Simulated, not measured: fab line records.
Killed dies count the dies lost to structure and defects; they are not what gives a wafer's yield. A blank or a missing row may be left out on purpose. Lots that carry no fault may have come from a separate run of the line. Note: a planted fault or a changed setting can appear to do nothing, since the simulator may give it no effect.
fab line records    flow nand_harc
record: lots: 6  wafers: 18  last_day: 32
route steps=1302 shown A_CHANNEL_HOLE_D2@580
lots with no fault: from the same line, run without faults
start_h: start of the lot's first displayed wafer, in hours after the record's first day    wait_h: time in hours since the lot's previous step    " unchanged from the row above    L1.1+2: a single row standing in for several wafers    - value missing, or start not given    * or withheld: withheld    < > ~ a bound
route shown NAME@n: names a module that has steps shown in the file, with the first one's number in the route    usual: mean/standard deviation of fault-free wafers    same: alike in all rows    chamber/n: place in a boat    sites: the reading at each site    _std_site: their standard deviation    _edge_site: inner sites' mean taken away from outer sites' mean    radius_mm: how far each site lies from the wafer's centre    mask NAME#n: copy n    behind: the last tool/chamber to shape the wafer    hold: why the lot was held/for how many hours/how that ended    device: names the non-switching transistor (n, p or np)    end of line: the same wafers' tests at the end of the route    where a step has no rows: the recipe by itself    killed: not the wafer's yield, but the dies lost to structure and defects at the first sort    map: shows each die of a wafer: x if killed, . if not, _ if none is there
set.NAME: the run value of the setting; set.NAME@STEP: its run value at that earlier step    model.NAME: the simulator's own value behind a step, which no gauge read
lots at selected steps of the route; one table per step, one row per wafer
services: the hour from which a tool's chamber was out of use, counted from the record's first day as start_h (under 0 if before that day), plus the number of hours and why
== steps ==
step: NHARC_A_CHANNEL_HOLE_D2_PEB_08
recipe: peb_temp_c: 100  peb_time_s: 65
step: NHARC_A_CHANNEL_HOLE_D2_DEVELOP_09
recipe: develop_time_s: 35  dev_temp_c: 23
step: NHARC_A_CHANNEL_HOLE_D2_CD_MEAS_10
recipe: target_cd_nm: 100  landing_energy_ev: 500
usual: cd_nm: 100.1/0.36
lot.wafer  tool       chamber  start_h  wait_h  cd_nm
L563.1     cd_sem-02  0        318.13   -       100.0
L563.4     "          0        "        "       99.9
L563.5     "          0        "        "       100.8
L565.1     cd_sem-02  0        332.77   -       99.7
L565.3     "          0        "        "       100.1
L565.5     "          0        "        "       99.9
L567.1     cd_sem-02  0        358.74   -       100.4
L567.2     "          0        "        "       100.9
L567.3     "          0        "        "       100.3
L570.4     cd_sem-01  0        393.28   -       99.7
L570.5     "          0        "        "       99.8
L570.6     "          0        "        "       99.6
L578.2     cd_sem-01  0        468.65   -       100.4
L578.5     "          0        "        "       100.3
L578.6     "          0        "        "       100.4
L581.1     cd_sem-03  0        498.61   -       99.6
L581.2     "          0        "        "       100.1
L581.5     "          0        "        "       99.6
step: NHARC_A_CHANNEL_HOLE_D2_OVL_MEAS_11
usual: overlay_x_nm: 0.0/0.82  overlay_y_nm: -0.1/0.82
lot.wafer  tool        chamber  start_h  wait_h  overlay_x_nm  overlay_y_nm
L563.1     overlay-02  -        318.21   -       -0.4          0.5
L563.4     "           -        "        "       -0.3          0.4
L563.5     "           -        "        "       -0.3          0.1
L565.1     overlay-02  -        332.86   -       -1.4          0.3
L565.3     "           -        "        "       -1.2          0.8
L565.5     "           -        "        "       -0.4          0.2
L567.1     overlay-02  -        358.83   -       -0.9          0.5
L567.2     "           -        "        "       -1.5          0.1
L567.3     "           -        "        "       -1.3          0.8
L570.4     overlay-01  -        393.36   -       -0.9          0.8
L570.5     "           -        "        "       -1.0          0.4
L570.6     "           -        "        "       -1.1          0.9
L578.2     overlay-01  -        468.74   -       0.3           0.1
L578.5     "           -        "        "       0.0           0.3
L578.6     "           -        "        "       0.5           -0.1
L581.1     overlay-02  -        498.70   -       -0.1          0.7
L581.2     "           -        "        "       -0.5          -0.3
L581.5     "           -        "        "       -0.6          0.3
step: NHARC_A_CHANNEL_HOLE_D2_INSPECT_12
usual: raw_defect_count: 27/21
lot.wafer  tool               chamber  start_h  wait_h  raw_defect_count
L563.1     defect_inspect-01  -        318.25   0.0     5
L563.4     "                  -        "        "       7
L563.5     "                  -        "        "       7
L565.1     defect_inspect-01  -        332.90   0.0     5
L565.3     "                  -        "        "       5
L565.5     "                  -        "        "       8
L567.1     defect_inspect-01  -        358.86   0.0     68
L567.2     "                  -        "        "       63
L567.3     "                  -        "        "       48
L570.4     defect_inspect-02  -        393.39   0.0     63
L570.5     "                  -        "        "       66
L570.6     "                  -        "        "       45
L578.2     defect_inspect-01  -        468.78   0.0     15
L578.5     "                  -        "        "       23
L578.6     "                  -        "        "       19
L581.1     defect_inspect-02  -        498.74   0.0     18
L581.2     "                  -        "        "       17
L581.5     "                  -        "        "       16
step: NHARC_A_CHANNEL_HOLE_D2_DESCUM_15
recipe: time_s: 3  o2_flow_sccm: 200  ar_flow_sccm: 0  bias_power_w: 0  chemistry: O2
usual: drypump_motor_current_A: 5.7/0.35  mfc_ar_sccm: 0.009/0.015  oes_product_au: 1.000/0.0066  rf_vpp_V: 57.9/0.81  showerhead_plenum_p_Torr: 1.93/0.095  throttle_valve_pct: 11.310/0.0083
lot.wafer  tool         chamber  start_h  wait_h  drypump_motor_current_A  mfc_ar_sccm  oes_product_au  rf_hours_counter_h  rf_vpp_V  showerhead_plenum_p_Torr  throttle_valve_pct
L563.1     rie_diel-12  0        318.31   0.1     6.0                      0            1.018           2.2                 58.6      2.05                      11.308
L563.4     "            1        "        "       6.2                      0            0.995           2.8                 57.8      1.86                      11.298
L563.5     "            0        "        "       6.0                      0            1.002           -                   58.6      2.05                      11.308
L565.3     rie_diel-10  3        332.96   0.1     5.5                      0.037        1.002           5.2                 58.7      1.83                      11.295
L565.1     "            0        "        "       5.3                      0            1.008           5.5                 57.9      1.96                      11.330
L565.5     "            0        "        "       5.4                      0            1.006           -                   58.9      1.96                      11.314
L567.3     rie_diel-12  2        358.93   0.1     6.2                      0            0.993           4.5                 58.5      1.98                      11.310
L567.1     "            3        "        "       6.0                      0            1.003           4.2                 57.3      1.78                      11.324
L567.2     "            0        "        "       6.0                      0            1.004           3.7                 57.4      2.05                      11.296
L570.6     rie_diel-12  2        393.49   0.1     6.2                      0            0.999           -                   59.8      1.98                      11.311
L570.4     "            3        "        "       6.1                      0            1.013           -                   58.2      1.78                      11.314
L570.5     "            0        "        "       6.0                      0            1.002           -                   59.3      2.05                      11.299
L578.2     rie_diel-10  0        468.86   0.1     5.4                      0            1.014           2.7                 57.6      1.96                      11.319
L578.5     "            1        "        "       5.3                      0.035        1.006           -                   58.3      1.90                      11.304
L578.6     "            2        "        "       5.5                      0            1.006           -                   58.5      1.83                      11.316
L581.2     rie_diel-10  2        498.80   0.1     5.5                      0            0.999           5.8                 58.2      1.83                      11.308
L581.1     "            3        "        "       5.5                      0.037        1.005           5.5                 56.3      1.83                      11.290
L581.5     "            3        "        "       5.5                      0.037        1.003           -                   57.3      1.83                      11.292
step: NHARC_A_CHANNEL_HOLE_D2_ETCH_38
recipe: target_depth_a: 390  over_etch_frac: 0.3  time_s: 65  ion_energy_ev: 80  cf4_flow_sccm: 150  ar_flow_sccm: 0  rf_w: 300  bias_w: 100  chemistry: CF4
usual: cf4_flow_sccm: 150.0/0.43  drypump_motor_current_A: 5.7/0.35  mfc_ar_sccm: 0.009/0.015  oes_product_au: 1.000/0.0063  rf_vpp_V: 151.3/1.3  showerhead_plenum_p_Torr: 1.78/0.081  throttle_valve_pct: 13.284/0.0089
lot.wafer  tool         chamber  start_h  wait_h  cf4_flow_sccm  drypump_motor_current_A  mfc_ar_sccm  oes_product_au  rf_hours_counter_h  rf_vpp_V  showerhead_plenum_p_Torr  throttle_valve_pct
L563.1     rie_diel-12  0        318.41   0.1     149.9          6.0                      0            1.015           2.2                 151.5     1.89                      13.269
L563.4     "            1        "        "       150.2          6.2                      0            0.991           2.8                 151.5     1.72                      13.302
L563.5     "            2        "        "       149.5          6.2                      0            0.999           -                   152.6     1.83                      13.283
L565.3     rie_diel-10  3        333.05   0.1     149.6          5.5                      0.037        1.002           5.3                 149.3     1.70                      13.281
L565.1     "            0        "        "       149.7          5.4                      0            1.017           5.5                 151.5     1.81                      13.295
L565.5     "            1        "        "       150.5          5.3                      0.035        1.006           -                   149.7     1.76                      13.279
L567.3     rie_diel-12  2        359.01   0.1     150.0          6.2                      0            1.003           4.5                 151.7     1.83                      13.305
L567.1     "            0        "        "       150.6          6.0                      0            1.000           3.7                 152.8     1.89                      13.270
L567.2     "            1        "        "       150.4          6.2                      0            1.004           4.5                 151.0     1.72                      13.275
L570.5     rie_diel-12  3        393.58   0.1     149.8          6.0                      0            0.999           -                   150.1     1.65                      13.276
L570.6     "            0        "        "       150.9          6.0                      0            1.003           -                   152.7     1.89                      13.281
L570.4     "            2        "        "       150.1          6.2                      0            0.989           -                   152.5     1.83                      13.277
L578.2     rie_diel-10  2        468.94   0.1     149.8          5.5                      0            1.004           2.7                 149.2     1.70                      13.291
L578.5     "            3        "        "       149.6          5.5                      0.037        0.998           -                   150.7     1.70                      13.280
L578.6     "            0        "        "       150.3          5.3                      0            0.997           -                   151.4     1.81                      13.271
L581.1     rie_diel-10  2        498.89   0.1     149.7          5.5                      0            1.001           5.8                 151.0     1.70                      13.304
L581.2     "            0        "        "       150.2          5.4                      0            0.998           4.8                 151.9     1.81                      13.277
L581.5     "            2        "        "       149.9          5.5                      0            0.998           -                   150.0     1.70                      13.281
step: NHARC_A_CHANNEL_HOLE_D2_ETCH_39
recipe: target_depth_a: 2600  over_etch_frac: 0.3  time_s: 325  ion_energy_ev: 200  n2_flow_sccm: 150  h2_flow_sccm: 150  ar_flow_sccm: 0  rf_w: 400  bias_w: 150  chemistry: N2/H2
step: NHARC_A_CHANNEL_HOLE_D2_ETCH_34
recipe: target_depth_a: 1540  time_s: 77  cf4_flow_sccm: 100  chf3_flow_sccm: 30  ar_flow_sccm: 0  rf_w: 500  bias_w: 200  chemistry: CF4/CHF3
step: NHARC_A_CHANNEL_HOLE_D2_ETCH_16
recipe: target_depth_a: 31000  over_etch_frac: 0.3  time_s: 806  ion_energy_ev: 150  o2_flow_sccm: 400  cos_flow_sccm: 20  ar_flow_sccm: 0  rf_w: 500  bias_w: 300  chemistry: O2/COS
usual: drypump_motor_current_A: 5.7/0.36  mfc_ar_sccm: 0.009/0.015  oes_product_au: 1.000/0.0071  rf_vpp_V: 314.4/2.2  showerhead_plenum_p_Torr: 3.14/0.14  throttle_valve_pct: 28.330/0.0095
lot.wafer  tool         chamber  start_h  wait_h  drypump_motor_current_A  mfc_ar_sccm  oes_product_au  rf_hours_counter_h  rf_vpp_V  showerhead_plenum_p_Torr  throttle_valve_pct
L563.1     rie_diel-12  0        -        -       6.0                      0            1.003           2.5                 315.7     3.34                      28.324
L563.4     "            1        "        "       6.2                      0            0.994           3.1                 313.0     3.04                      28.321
L563.5     "            2        "        "       6.2                      0            0.996           -                   314.2     3.23                      28.332
L565.3     rie_diel-10  0        -        -       5.4                      0            1.008           5.7                 315.7     3.19                      28.330
L565.1     "            1        "        "       5.3                      0.035        0.999           5.7                 314.4     3.11                      28.327
L565.5     "            2        "        "       5.5                      0            1.007           -                   313.1     3.00                      28.337
L567.1     rie_diel-12  1        -        -       6.2                      0            0.990           4.8                 312.8     3.03                      28.324
L567.2     "            2        "        "       6.2                      0            0.981           4.9                 316.6     3.23                      28.345
L567.3     "            3        "        "       6.1                      0            0.993           4.6                 310.2     2.92                      28.327
L570.4     rie_diel-12  0        -        -       6.0                      0            1.004           -                   316.9     3.34                      28.334
L570.5     "            2        "        "       6.2                      0            0.997           -                   316.7     3.23                      28.321
L570.6     "            3        "        "       6.1                      0            1.008           -                   310.5     2.91                      28.344
L578.2     rie_diel-10  1        -        -       5.3                      0.035        1.004           2.8                 314.8     3.11                      28.338
L578.6     "            2        "        "       5.5                      0            0.998           -                   314.4     2.99                      28.326
L578.5     "            3        "        "       5.5                      0.037        0.998           -                   312.9     3.00                      28.325
L581.2     rie_diel-10  0        -        -       5.4                      0            1.002           5.1                 315.0     3.19                      28.340
L581.1     "            2        "        "       5.5                      0            0.995           6.1                 311.8     2.99                      28.339
L581.5     "            3        "        "       5.5                      0.037        0.999           -                   313.2     2.99                      28.331
step: NHARC_A_CHANNEL_HOLE_D2_CD_MEAS_18
usual: cd_nm: 100.0/1.7
lot.wafer  tool       chamber  start_h  wait_h  cd_nm
L563.1     cd_sem-02  -        319.42   -       101.5
L563.4     "          -        "        "       101.0
L563.5     "          -        "        "       101.3
L565.1     cd_sem-01  -        334.07   -       100.9
L565.3     "          -        "        "       100.3
L565.5     "          -        "        "       98.0
L567.1     cd_sem-01  -        360.04   -       101.4
L567.2     "          -        "        "       98.8
L567.3     "          -        "        "       98.2
L570.4     cd_sem-01  -        394.78   -       100.1
L570.5     "          -        "        "       100.5
L570.6     "          -        "        "       99.5
L578.2     cd_sem-02  -        469.94   -       99.6
L578.5     "          -        "        "       99.3
L578.6     "          -        "        "       100.1
L581.1     cd_sem-01  -        499.91   -       99.9
L581.2     "          -        "        "       98.8
L581.5     "          -        "        "       98.6
step: NHARC_A_CHANNEL_HOLE_D2_ETCH_19
recipe: bias_v: 1200  source_w: 2500  pressure_mtorr: 15  time_s: 34.5  ar_flow_sccm: 375  c4f8_flow_sccm: 28.8  o2_flow_sccm: 96.2  temp_c: -20  target_depth_a: *  chemistry: C4F8/O2/Ar
usual: drypump_motor_current_A: 6.0/0.59  mfc_ar_sccm: 375.0/1.2  showerhead_plenum_p_Torr: 3.76/0.14  throttle_valve_pct: 37.039/0.0085
lot.wafer  tool         chamber  start_h  wait_h  drypump_motor_current_A  mfc_ar_sccm  rf_hours_counter_h  showerhead_plenum_p_Torr  throttle_valve_pct
L563.1     har_etch-01  1        322.39   3.0     6.8                      374.4        165                 3.73                      37.030
L563.4     "            1        "        "       6.8                      376.1        -                   3.73                      37.049
L563.5     "            0        "        "       5.7                      378.0        -                   3.73                      37.031
L565.1     har_etch-02  1        334.14   0.1     6.2                      375.7        377                 3.59                      37.042
L565.3     "            1        "        "       6.2                      376.1        -                   3.59                      37.038
L565.5     "            1        "        "       6.2                      376.0        -                   3.59                      37.054
L567.2     har_etch-02  1        362.49   2.4     6.2                      373.2        396                 3.58                      37.043
L567.1     "            0        "        "       5.2                      375.6        380                 3.63                      37.031
L567.3     "            1        "        "       6.2                      374.9        -                   3.58                      37.051
L570.4     har_etch-02  0        394.90   0.1     5.2                      374.3        -                   3.99                      37.045
L570.6     "            1        "        "       6.2                      375.1        -                   3.99                      37.031
L570.5     "            0        "        "       5.2                      376.6        -                   3.99                      37.043
L578.2     har_etch-01  1        470.03   0.1     6.8                      374.5        265                 3.68                      37.037
L578.5     "            0        "        "       5.8                      376.1        -                   3.68                      37.041
L578.6     "            1        "        "       6.8                      376.1        -                   3.68                      37.024
L581.1     har_etch-01  1        499.98   0.1     6.8                      376.6        280                 3.67                      37.037
L581.2     "            0        "        "       5.7                      377.1        280                 3.67                      37.036
L581.5     "            1        "        "       6.8                      376.8        -                   3.67                      37.049
step: NHARC_A_CHANNEL_HOLE_D2_ETCH_20
recipe: bias_v: 3000  source_w: withheld  pressure_mtorr: 20  time_s: 361.9  ar_flow_sccm: 375  c4f8_flow_sccm: 89.3  o2_flow_sccm: 35.7  temp_c: -20  target_depth_a: 16000  chemistry: C4F8/O2/Ar
usual: drypump_motor_current_A: 6.0/0.58  mfc_ar_sccm: 374.6/1.2  showerhead_plenum_p_Torr: 3.72/0.13  throttle_valve_pct: 32.154/0.0076
lot.wafer  tool         chamber  start_h  wait_h  drypump_motor_current_A  mfc_ar_sccm  rf_hours_counter_h  showerhead_plenum_p_Torr  throttle_valve_pct
L563.1     har_etch-01  1        322.54   0.1     6.8                      374.4        165                 3.69                      32.156
L563.4     "            1        "        "       6.8                      374.7        -                   3.69                      32.157
L563.5     "            0        "        "       5.8                      374.5        -                   3.69                      32.164
L565.1     har_etch-02  1        334.36   0.2     6.2                      375.6        377                 3.56                      32.142
L565.3     "            1        "        "       6.2                      374.8        -                   3.56                      32.152
L565.5     "            1        "        "       6.2                      376.1        -                   3.56                      32.158
L567.2     har_etch-02  1        362.60   0.1     6.2                      374.9        396                 3.55                      32.158
L567.1     "            0        "        "       5.2                      375.7        380                 3.59                      32.150
L567.3     "            1        "        "       6.2                      376.4        -                   3.55                      32.152
L570.4     har_etch-02  0        395.11   0.2     5.2                      374.2        -                   3.93                      32.143
L570.6     "            1        "        "       6.2                      375.3        -                   3.93                      32.159
L570.5     "            0        "        "       5.2                      373.6        -                   3.93                      32.148
L578.2     har_etch-01  1        470.18   0.1     6.8                      375.7        265                 3.64                      32.149
L578.5     "            0        "        "       5.7                      373.3        -                   3.64                      32.150
L578.6     "            1        "        "       6.8                      374.3        -                   3.64                      32.159
L581.1     har_etch-01  1        500.09   0.1     6.8                      372.7        280                 3.63                      32.147
L581.2     "            0        "        "       5.7                      376.1        280                 3.63                      32.157
L581.5     "            1        "        "       6.8                      374.2        -                   3.63                      32.163
step: NHARC_A_CHANNEL_HOLE_D2_ETCH_21
recipe: bias_v: 3000  source_w: withheld  pressure_mtorr: 20  time_s: 514.3  ar_flow_sccm: 375  c4f8_flow_sccm: 89.3  o2_flow_sccm: 35.7  temp_c: -20  target_depth_a: 16000  chemistry: C4F8/O2/Ar
step: NHARC_A_CHANNEL_HOLE_D2_ETCH_22
recipe: bias_v: 3000  source_w: withheld  pressure_mtorr: 20  time_s: 666.7  ar_flow_sccm: 375  c4f8_flow_sccm: 89.3  o2_flow_sccm: 35.7  temp_c: -20  target_depth_a: 16000  chemistry: C4F8/O2/Ar
step: NHARC_A_CHANNEL_HOLE_D2_ETCH_23
recipe: bias_v: 5000  source_w: withheld  pressure_mtorr: 20  time_s: 819  ar_flow_sccm: 375  c4f8_flow_sccm: 89.3  o2_flow_sccm: 35.7  temp_c: -20  target_depth_a: 16000  chemistry: C4F8/O2/Ar
step: NHARC_A_CHANNEL_HOLE_D2_ETCH_24
recipe: bias_v: 5000  source_w: withheld  pressure_mtorr: 20  time_s: 906.2  ar_flow_sccm: 375  c4f8_flow_sccm: 93.8  o2_flow_sccm: 31.2  temp_c: -20  target_depth_a: 15000  chemistry: C4F8/O2/Ar
step: NHARC_A_CHANNEL_HOLE_D2_ETCH_25
recipe: bias_v: 5000  source_w: withheld  pressure_mtorr: 20  time_s: 1040.2  ar_flow_sccm: 375  c4f8_flow_sccm: 93.8  o2_flow_sccm: 31.2  temp_c: -20  target_depth_a: 15000  chemistry: C4F8/O2/Ar
usual: drypump_motor_current_A: 6.0/0.58  mfc_ar_sccm: 374.9/1  showerhead_plenum_p_Torr: 3.71/0.13  throttle_valve_pct: 32.236/0.0091
lot.wafer  tool         chamber  start_h  wait_h  drypump_motor_current_A  mfc_ar_sccm  rf_hours_counter_h  showerhead_plenum_p_Torr  throttle_valve_pct
L563.1     har_etch-01  1        325.42   0.7     6.8                      374.8        168                 3.69                      32.242
L563.4     "            1        "        "       6.8                      374.4        -                   3.69                      32.230
L563.5     "            0        "        "       5.7                      374.1        -                   3.69                      32.233
L565.1     har_etch-02  1        339.95   1.3     6.2                      374.5        382                 3.55                      32.236
L565.3     "            1        "        "       6.2                      375.0        -                   3.55                      32.227
L565.5     "            1        "        "       6.2                      375.4        -                   3.55                      32.244
L567.2     har_etch-02  1        365.39   0.6     6.2                      374.7        398                 3.54                      32.249
L567.1     "            0        "        "       5.2                      377.0        383                 3.59                      32.234
L567.3     "            1        "        "       6.2                      375.1        -                   3.54                      32.224
L570.4     har_etch-02  0        398.18   0.7     5.2                      374.7        -                   3.93                      32.222
L570.6     "            1        "        "       6.2                      374.1        -                   3.93                      32.232
L570.5     "            0        "        "       5.2                      375.2        -                   3.93                      32.239
L578.2     har_etch-01  1        473.06   0.7     6.8                      375.4        268                 3.63                      32.232
L578.5     "            0        "        "       5.7                      375.5        -                   3.63                      32.233
L578.6     "            1        "        "       6.8                      375.4        -                   3.63                      32.235
L581.1     har_etch-01  1        502.89   0.6     6.8                      374.2        283                 3.62                      32.248
L581.2     "            0        "        "       5.8                      376.2        283                 3.62                      32.226
L581.5     "            1        "        "       6.8                      374.2        -                   3.62                      32.217
step: NHARC_A_CHANNEL_HOLE_D2_ETCH_26
recipe: bias_v: 300  source_w: 2000  pressure_mtorr: 30  time_s: 224.1  ar_flow_sccm: 375  c4f8_flow_sccm: 11.4  o2_flow_sccm: 113.6  temp_c: -20  target_depth_a: 3000  chemistry: C4F8/O2/Ar
step: NHARC_A_CHANNEL_HOLE_D2_ETCH_27
recipe: bias_v: 400  source_w: 2000  pressure_mtorr: 25  time_s: 90  ar_flow_sccm: 375  c4f8_flow_sccm: 41.7  o2_flow_sccm: 83.3  temp_c: -20  target_depth_a: 4000  chemistry: C4F8/O2/Ar
step: NHARC_A_CHANNEL_HOLE_D2_STRIP_41
recipe: n2_flow_sccm: 150  h2_flow_sccm: 150  ar_flow_sccm: 0  bias_w: 0  chemistry: N2/H2
step: NHARC_A_CHANNEL_HOLE_D2_STRIP_42
recipe: cf4_flow_sccm: 100  chf3_flow_sccm: 30  ar_flow_sccm: 0  bias_w: 0  chemistry: CF4/CHF3
step: NHARC_A_CHANNEL_HOLE_D2_STRIP_43
recipe: o2_flow_sccm: 400  cos_flow_sccm: 20  ar_flow_sccm: 0  bias_w: 0  chemistry: O2/COS
step: NHARC_A_CHANNEL_HOLE_D2_ETCH_44
recipe: target_depth_a: 1400  overetch_a: 140  time_s: 77  ion_energy_ev: 100  cf4_flow_sccm: 80  o2_flow_sccm: 20  ar_flow_sccm: 0  rf_w: 300  bias_w: 100  chemistry: CF4/O2
step: NHARC_A_CHANNEL_HOLE_D2_STRIP_28
recipe: o2_flow_sccm: 500  ar_flow_sccm: 0  bias_w: 0  chemistry: O2
step: NHARC_A_CHANNEL_HOLE_D2_PRECLEAN_29
recipe: time_s: *  temp_c: 50  bath_age_min: 0  chemistry: SC1
step: NHARC_A_CHANNEL_HOLE_D2_SRD_30
step: NHARC_A_CHANNEL_HOLE_D2_CD_MEAS_31
usual: cd_nm: 90.1/0.9
lot.wafer  tool       chamber  start_h  wait_h  cd_nm
L563.1     cd_sem-02  -        327.91   -       88.2
L563.4     "          -        "        "       89.2
L563.5     "          -        "        "       91.4
L565.1     cd_sem-03  -        344.00   -       89.5
L565.3     "          -        "        "       90.5
L565.5     "          -        "        "       90.8
L567.1     cd_sem-01  -        367.98   -       90.2
L567.2     "          -        "        "       91.7
L567.3     "          -        "        "       90.6
L570.4     cd_sem-02  -        400.37   -       89.1
L570.5     "          -        "        "       90.5
L570.6     "          -        "        "       90.0
L578.2     cd_sem-01  -        475.54   -       90.2
L578.5     "          -        "        "       91.4
L578.6     "          -        "        "       89.8
L581.1     cd_sem-03  -        505.67   -       89.1
L581.2     "          -        "        "       91.1
L581.5     "          -        "        "       88.8
step: NHARC_A_CHANNEL_HOLE_D2_XSEM_32
recipe: landing_energy_ev: 35000
usual: bot_cd_nm: 74.5/1.1  bow_nm: 8.64/0.29  tilt_deg: 0.07/0.043
lot.wafer  tool     chamber  start_h  wait_h  bot_cd_nm  bow_nm  tilt_deg
L563.1     xsem-02  0        328.00   0.1     73.3       8.58    0.09
L563.4     "        0        "        "       74.8       8.59    0.09
L563.5     "        0        "        "       77.5       8.62    0.08
L565.1     xsem-02  0        344.09   0.1     75.3       8.75    0.04
L565.3     "        0        "        "       76.2       8.64    0.04
L565.5     "        0        "        "       77.0       8.69    0.04
L567.1     xsem-02  0        368.08   0.1     74.2       9.92    0.03
L567.2     "        0        "        "       75.4       8.35    0.03
L567.3     "        0        "        "       75.2       8.39    0.03
L570.4     xsem-01  0        400.45   0.1     73.9       10.18   0.09
L570.5     "        0        "        "       75.2       10.23   0.08
L570.6     "        0        "        "       74.7       8.65    0.08
L578.2     xsem-01  0        475.62   0.1     75.0       8.49    0.07
L578.5     "        0        "        "       75.7       8.55    0.07
L578.6     "        0        "        "       73.8       8.52    0.07
L581.1     xsem-01  0        505.76   0.1     73.2       8.82    0.03
L581.2     "        0        "        "       75.5       8.87    0.03
L581.5     "        0        "        "       73.4       8.89    0.03
step: NHARC_A_CHANNEL_HOLE_D2_INSPECT_40
usual: raw_defect_count: 269/69
lot.wafer  tool               chamber  start_h  wait_h  raw_defect_count
L563.1     defect_inspect-02  -        328.10   -       241
L563.4     "                  -        "        "       271
L563.5     "                  -        "        "       236
L565.1     defect_inspect-02  -        344.19   -       269
L565.3     "                  -        "        "       201
L565.5     "                  -        "        "       252
L567.1     defect_inspect-02  -        368.17   -       363
L567.2     "                  -        "        "       303
L567.3     "                  -        "        "       362
L570.4     defect_inspect-02  -        400.56   -       190
L570.5     "                  -        "        "       240
L570.6     "                  -        "        "       207
L578.2     defect_inspect-02  -        475.72   -       341
L578.5     "                  -        "        "       288
L578.6     "                  -        "        "       224
L581.1     defect_inspect-01  -        505.86   -       347
L581.2     "                  -        "        "       241
L581.5     "                  -        "        "       367
== services ==
tool         chamber  start_h  hours  kind
rie_diel-10  0        300.67   -      clean
rie_diel-10  1        300.67   -      clean
rie_diel-10  2        300.67   -      clean
rie_diel-10  3        300.67   -      clean
rie_diel-12  0        301.90   -      clean
rie_diel-12  1        301.90   -      clean
rie_diel-12  2        301.90   -      clean
rie_diel-12  3        301.90   -      clean
har_etch-02  0        323.36   -      consumable_replace:focus_ring
har_etch-02  0        323.36   17.0   scheduled_down
har_etch-02  0        323.36   17.0   vent_cycle
rie_diel-10  0        325.17   -      clean
rie_diel-10  1        325.17   -      clean
rie_diel-10  2        325.17   -      clean
rie_diel-10  3        325.17   -      clean
rie_diel-12  0        326.40   -      clean
rie_diel-12  1        326.40   -      clean
rie_diel-10  -        327.78   0.4    repair
rie_diel-12  2        342.61   12.9   repair
xsem-01      -        374.00   14.0   pm
har_etch-02  -        377.43   17.0   pm
rie_diel-12  1        386.90   7.4    repair
rie_diel-10  -        419.67   9.0    pm
rie_diel-12  -        445.40   9.0    pm
== key ==
first_sign: step: NHARC_A_CHANNEL_HOLE_D2_XSEM_32  reading: bow_nm  direction: up  sigmas: 5.1  usual: 8.64  struck: 10.11
effect none on later readings
met_at NHARC_A_CHANNEL_HOLE_D2_ETCH_20
struck_wafers L567.1,L570.4,L570.5
tester_left_out L567,L570
fault: kind: process_parameter_drift  tool: har_etch-02  chamber: 0  onset_h: 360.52  steps: NHARC_A_CHANNEL_HOLE_D2_ETCH_20  channel: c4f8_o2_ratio  offset: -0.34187  shape: step  end_h: 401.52  acts_in: these_recipes_only  stated: 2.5
tester_left_out: of these lots the tester's yield and bins aren't shown, on N5 and GAA mostly nor the transistor test; their killed dies are dies lost to structure and defects alone, not to doping, threshold or leakage, so they don't give the yield
